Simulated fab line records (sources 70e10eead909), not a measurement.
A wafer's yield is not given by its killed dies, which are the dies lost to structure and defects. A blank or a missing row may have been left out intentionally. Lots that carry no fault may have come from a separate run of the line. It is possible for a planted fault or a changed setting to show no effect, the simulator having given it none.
Chamber matching | flow nandHarc | aldMetal-01 running NHARC_P_CONTACT_ALD_22: 4 sister chambers
The step deposits TiN, target thk 3 nm, pulse time 1 s, ald cycles 150. 8 wafers are shown with their chamber, then 7 later ones without.

## EACH WAFER AND ITS CHAMBER
wafer  | chamber | heaterPowerW (W) | precursorPulseHeightRel
L080.3 | 0       | 1138             | 0.974
L084.4 | 3       | 1107             | 1.027
L084.6 | 0       | 1130             | 1.053
L085.1 | 1       | 1117             | 0.951
L085.2 | 3       | 1069             | 0.971
L085.4 | 2       | 1206             | 1.017
L087.1 | 2       | 1215             | 0.992
L087.4 | 1       | 1100             | 0.996

## WAFERS WHOSE CHAMBER IS MISSING
wafer  | heaterPowerW (W) | precursorPulseHeightRel
L087.6 | 1096             | 1.003
L087.2 | 1060             | 1.070
L087.3 | 1130             | 1.005
L087.5 | 1191             | 1.014
L094.1 | 1107             | 0.980
L094.2 | 1093             | 1.025
L094.4 | 1160             | 1.019

## WHICH CHAMBER EACH WENT THROUGH
wafer  | from the rows above          | in truth
L087.6 | can't be placed: 3 or 1 or 0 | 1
L087.2 | can't be placed: 3 or 1      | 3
L087.3 | can't be placed: 0 or 1      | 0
L087.5 | 2                            | 2
L094.1 | can't be placed: 1 or 3 or 0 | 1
L094.2 | can't be placed: 3 or 1 or 0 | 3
L094.4 | can't be placed: 0 or 2 or 1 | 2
Correctly placed: 1 of 7. Cannot be placed on the basis of these rows: 6; the candidates contain the true chamber in 6. Number placed wrongly: 0.
How it was worked out, from the rows above alone: a wafer's distance from a chamber is the root of the sum, over the readings, of the square of ((its reading less the chamber's mean) divided by the reading's scatter). If the next closest chamber is less than 2 further off than the closest, the wafer can't be placed; otherwise it belongs to the closest. For every chamber, the mean is computed from those of its wafers that are shown. The scatter is the square root of a quotient: the sum, over the shown wafers, of each reading's squared deviation from its chamber's mean, divided by wafers minus chambers.
